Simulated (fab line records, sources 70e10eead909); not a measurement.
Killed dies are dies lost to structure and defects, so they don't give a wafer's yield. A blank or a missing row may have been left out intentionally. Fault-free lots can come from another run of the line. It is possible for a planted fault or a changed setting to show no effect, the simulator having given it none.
Comparing a struck lot with a sound one ; flow nand-harc ; 40 steps out of a route of 1302
Sound: wafers L749.1, L749.3, L749.4. Wafers L758.1, L758.4, L758.6 were the ones struck. The cause comes at the end.
For every step that has rows: the tool of each side, followed by ch and its chambers, followed by its first start. Under that, the readings that differ: sound wafers ; struck wafers ; difference of the means ; sigmas: that difference in standard deviations of wafers without a fault.
alike: a reading whose means differ by less than 2 such deviations, as well as words and numbers matching on both sides. not compared: withheld readings; readings where some wafer has no value; bounds like >300 that might hide an equal value; numbers whose values overlap and for which the record gives no deviation.
A row with sigmas, a row that says differs or no value, or rows on one side alone: a step with any of these is where the two part. Non-overlapping numbers with no deviation appear without sigmas and do not part them. A reading missing from all wafers of one side parts the sides only when that side holds two or more wafers.

first, 6 steps without rows for these wafers: NHARC_A_SGD_CUT_STRIP_17 (strips in O2); NHARC_A_SGD_CUT_PRECLEAN_18 (cleans in SC1); NHARC_A_SGD_CUT_SRD_19; NHARC_A_SGD_CUT_DEP_20 (deposits SiO2, target thk 150 nm); NHARC_A_SGD_CUT_ANNEAL_27 (time 1800 s); NHARC_A_SGD_CUT_CMP_21 (polishes, target thk 148.19 nm).
NHARC_A_SGD_CUT_THK_MEAS_22: measures by ellipsometry.
  sound on film-metro-01, day 19 13:08; struck on film-metro-02, day 24 08:15
  alike: thk-nm
then, 3 steps without rows for these wafers: NHARC_A_SGD_CUT_SRD_23; NHARC_A_SGD_CUT_ETCH_26 (etches SiO2 in dHF, target depth 45.8 nm); NHARC_A_SGD_CUT_ETCHBACK_24 (etches the open film in CH3F/O2, target depth 50 nm, time 92.857 s).
NHARC_A_SGD_CUT_STRIP_28: strips in O2, time 20 s.
  sound on rie-diel-09 ch 2,3, day 19 13:35; struck on rie-diel-04 ch 1,2
  alike: chamber-pressure-mTorr, drypump-motor-current-A, oes-product-au, rf-vpp-V, showerhead-plenum-p-Torr, throttle-valve-pct
  not compared: rf-hours-counter-h
NHARC_A_SGD_CUT_INSPECT_25:
  sound on defect-inspect-01, day 19 13:42; struck on defect-inspect-01, day 24 08:43
  alike: raw-defect-count
NHARC_A_SLIT_DEP_25: deposits SiO2, target thk 200 nm.
  sound on pecvd-01 ch 1,2, day 19 13:49; struck on pecvd-03 ch 0,1,2, day 24 08:50
  alike: heater-power-w, throttle-valve-pct
then, 10 steps without rows for these wafers: NHARC_A_SLIT_DEP_00 (deposits aC, target thk 6200 nm); NHARC_A_SLIT_DEP_23 (deposits SiON, target thk 100 nm); NHARC_A_SLIT_DEHYDRATE_01 (time 120 s); NHARC_A_SLIT_HMDS_02 (time 30 s); NHARC_A_SLIT_COAT_03 (resist thk 90 nm); NHARC_A_SLIT_SOFTBAKE_04 (time 55 s); NHARC_A_SLIT_EBR_05; NHARC_A_SLIT_EXPOSE_06 (exposes mask SLIT); NHARC_A_SLIT_PEB_07 (peb time 65 s); NHARC_A_SLIT_DEVELOP_08 (develop time 35 s).
NHARC_A_SLIT_CD_MEAS_09 targets a cd of 300 nm.
  sound on cd-sem-02 ch 0, day 19 22:13; struck on cd-sem-01 ch 0, day 24 19:35
reading;sound;struck;difference;sigmas
cd-nm (nm);300.3 300.3 301.0;299.0 299.3 299.8;-1.2;-2
NHARC_A_SLIT_OVL_MEAS_10:
  sound on overlay-01, day 19 22:19; struck on overlay-02, day 24 19:40
  alike: overlay-x-nm, overlay-y-nm
then, 1 step without rows for these wafers: NHARC_A_SLIT_DESCUM_14 (chemistry O2, time 3 s).
NHARC_A_SLIT_ETCH_24: etches the open film in CF4/CHF3, target depth 121 nm, time 60.5 s.
  sound on rie-diel-11 ch 0,1,2, day 19 22:29; struck on rie-diel-11 ch 1,3, day 24 19:51
  alike: chamber-pressure-mTorr, drypump-motor-current-A, oes-product-au, rf-vpp-V, showerhead-plenum-p-Torr, throttle-valve-pct
  not compared: rf-hours-counter-h
NHARC_A_SLIT_ETCH_15: etches the open film in O2/COS, target depth 6200 nm, time 1612 s.
  sound: rie-diel-11 ch 0,2,3; struck: rie-diel-11 ch 1,2,3
  alike: chamber-pressure-mTorr, drypump-motor-current-A, oes-product-au, rf-vpp-V, showerhead-plenum-p-Torr, throttle-valve-pct
  not compared: rf-hours-counter-h
then, 1 step without rows for these wafers: NHARC_A_SLIT_ETCH_17 (etches the open film in C4F8/O2/Ar, time 4254.5 s, target depth 20300 nm).
NHARC_A_SLIT_ETCH_26: etches the open film in C4F8/O2/Ar, time 90 s, target depth 400 nm.
  sound on har-etch-02 ch 0,1, day 20 05:35; struck on har-etch-02 ch 0,1, day 25 00:42
  alike: chamber-pressure-mTorr, drypump-motor-current-A, he-backside-leak-sccm, showerhead-plenum-p-Torr, throttle-valve-pct
  not compared: rf-hours-counter-h
then, 2 steps without rows for these wafers: NHARC_A_SLIT_STRIP_28 (strips in O2/COS); NHARC_A_SLIT_ETCH_29 (etches the open film in CF4/O2, target depth 100 nm, overetch 10 nm, time 55 s).
NHARC_A_SLIT_STRIP_18: strips in O2.
  sound: rie-diel-07 ch 1,2,3; struck: rie-diel-08 ch 0,1,3
  alike: chamber-pressure-mTorr, drypump-motor-current-A, oes-product-au, rf-vpp-V, showerhead-plenum-p-Torr, throttle-valve-pct
  not compared: rf-hours-counter-h
then, 2 steps without rows for these wafers: NHARC_A_SLIT_PRECLEAN_19 (cleans in SC1); NHARC_A_SLIT_SRD_20.
NHARC_A_SLIT_CD_MEAS_21:
  sound on cd-sem-03, day 20 06:58; struck on cd-sem-01, day 25 02:05
  alike: cd-nm
then, 3 steps without rows for these wafers: NHARC_A_SIN_REMOVE_WET_00 (chemistry H3PO4, time 15300 s); NHARC_A_SIN_REMOVE_PRECLEAN_01 (cleans in SC1); NHARC_A_SIN_REMOVE_SRD_02.
-- the record jumps here: 4 days lie between the struck wafers' starts before and after (it left off in module A_SIN_REMOVE and takes up again in module END, whose first step shown is number 1302 of the route) --
NHARC_END_SORT_01:
  at this point the record logs the struck wafers (prober-02 ch 0, day 29 10:58) and has no rows for the sound ones

WHERE THEY PART
At NHARC_A_SLIT_CD_MEAS_09 first; at NHARC_END_SORT_01 last (within this record only).

WHY: what had been put in by the simulator
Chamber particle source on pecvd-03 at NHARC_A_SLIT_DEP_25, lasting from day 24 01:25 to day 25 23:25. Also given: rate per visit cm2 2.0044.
